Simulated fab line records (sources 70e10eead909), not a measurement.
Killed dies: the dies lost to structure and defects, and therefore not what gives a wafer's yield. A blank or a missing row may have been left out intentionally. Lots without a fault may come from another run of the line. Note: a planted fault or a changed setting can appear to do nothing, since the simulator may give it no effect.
Matching of chambers ; flow nand_harc ; 4 sister chambers for NHARC_A_CONTACT_ETCH_106 on rie_diel-12
The step etches the open film in CF4/O2, target depth 90 nm, overetch 9 nm, time 49.5 s. 4 wafers are shown with their chamber, then 6 later ones without.

## WAFERS PAIRED WITH THEIR CHAMBERS
wafer;chamber;showerhead_plenum_p_Torr (Torr)
L213.5;3;1.30
L215.4;0;1.24
L227.4;2;1.38
L227.5;1;1.38

## WAFERS WHOSE CHAMBER IS MISSING
wafer;showerhead_plenum_p_Torr (Torr)
L230.2;1.38
L230.3;1.29
L230.6;1.38
L232.2;1.29
L232.4;1.24
L232.5;1.38

## THE CHAMBER EACH PASSED THROUGH
wafer;from the rows above;in truth
L230.2;can't be placed: 1 or 2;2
L230.3;3;3
L230.6;can't be placed: 1 or 2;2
L232.2;3;3
L232.4;0;0
L232.5;can't be placed: 1 or 2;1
Correct placement for 3 of the 6. Unplaceable from these rows: 3, with the true chamber sitting among the candidates in 3. Number placed wrongly: 0.
How it was worked out, from the rows above alone: a wafer's distance from a chamber is the root of the sum, over the readings, of the square of ((its reading less the chamber's mean) divided by the reading's scatter). If the next closest chamber is less than 2 further off than the closest, the wafer can't be placed; otherwise it belongs to the closest. Each chamber's mean is taken over the wafers shown for it. The scatter (one wafer shown for each chamber): square how far every hidden wafer sits from the nearest shown wafer, average those squares and take the square root.
